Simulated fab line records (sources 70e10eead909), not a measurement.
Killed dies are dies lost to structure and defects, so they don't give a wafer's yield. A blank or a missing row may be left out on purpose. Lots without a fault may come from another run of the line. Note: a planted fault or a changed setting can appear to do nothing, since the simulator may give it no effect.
Chamber matching :: flow nandHarc :: cmp-04 running NHARC_P_STI_CMP_21: 4 sister chambers
The step polishes, t overpolish 20 s, target thk 380.67 nm. 8 wafers are shown with their chamber, then 8 later ones without.

## EACH WAFER AND ITS CHAMBER
wafer: L199.4
chamber: 2
motorCurrentA (A): 11.5
overpolishRunS (s): 20.000

wafer: L202.3
chamber: 0
motorCurrentA (A): 10.9
overpolishRunS (s): 19.988

wafer: L205.5
chamber: 1
motorCurrentA (A): 13.7
overpolishRunS (s): 19.996

wafer: L211.4
chamber: 2
motorCurrentA (A): 11.0
overpolishRunS (s): 20.006

wafer: L211.6
chamber: 1
motorCurrentA (A): 13.3
overpolishRunS (s): 20.012

wafer: L212.1
chamber: 0
motorCurrentA (A): 11.7
overpolishRunS (s): 19.994

wafer: L212.6
chamber: 3
motorCurrentA (A): 11.6
overpolishRunS (s): 19.995

wafer: L213.1
chamber: 3
motorCurrentA (A): 10.9
overpolishRunS (s): 19.996

## WAFERS WITH NO CHAMBER GIVEN
wafer: L213.4
motorCurrentA (A): 11.4
overpolishRunS (s): 20.005

wafer: L213.6
motorCurrentA (A): 11.2
overpolishRunS (s): 20.003

wafer: L217.1
motorCurrentA (A): 11.2
overpolishRunS (s): 20.004

wafer: L217.3
motorCurrentA (A): 11.7
overpolishRunS (s): 20.002

wafer: L217.5
motorCurrentA (A): 13.0
overpolishRunS (s): 19.984

wafer: L219.1
motorCurrentA (A): 12.7
overpolishRunS (s): 20.008

wafer: L219.3
motorCurrentA (A): 11.5
overpolishRunS (s): 20.001

wafer: L219.4
motorCurrentA (A): 10.8
overpolishRunS (s): 20.002

## THE CHAMBER EACH PASSED THROUGH
wafer: L213.4
from the rows above: can't be placed: 2 or 3 or 0
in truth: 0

wafer: L213.6
from the rows above: can't be placed: 2 or 3 or 0
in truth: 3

wafer: L217.1
from the rows above: can't be placed: 2 or 3 or 0
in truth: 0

wafer: L217.3
from the rows above: can't be placed: 2 or 3 or 0
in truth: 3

wafer: L217.5
from the rows above: can't be placed: 1 or 0 or 3 or 2
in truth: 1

wafer: L219.1
from the rows above: can't be placed: 1 or 2 or 3
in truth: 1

wafer: L219.3
from the rows above: can't be placed: 2 or 3 or 0
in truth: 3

wafer: L219.4
from the rows above: can't be placed: 2 or 3 or 0
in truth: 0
Placed correctly: 0 of 8. Can't be placed from these rows: 8 (the true chamber is among the candidates in 8). Wrongly placed: 0.
How it was worked out, from the rows above alone: a wafer's distance from a chamber is the root of the sum, over the readings, of the square of ((its reading less the chamber's mean) divided by the reading's scatter). The wafer belongs to the nearest chamber; if the next one is less than 2 further off, it can't be placed. Each chamber's mean is taken over the wafers shown for it. How the scatter is found: for the shown wafers, subtract from each reading the mean of its chamber, square and add these, divide the total by (wafers less chambers), then take the root.
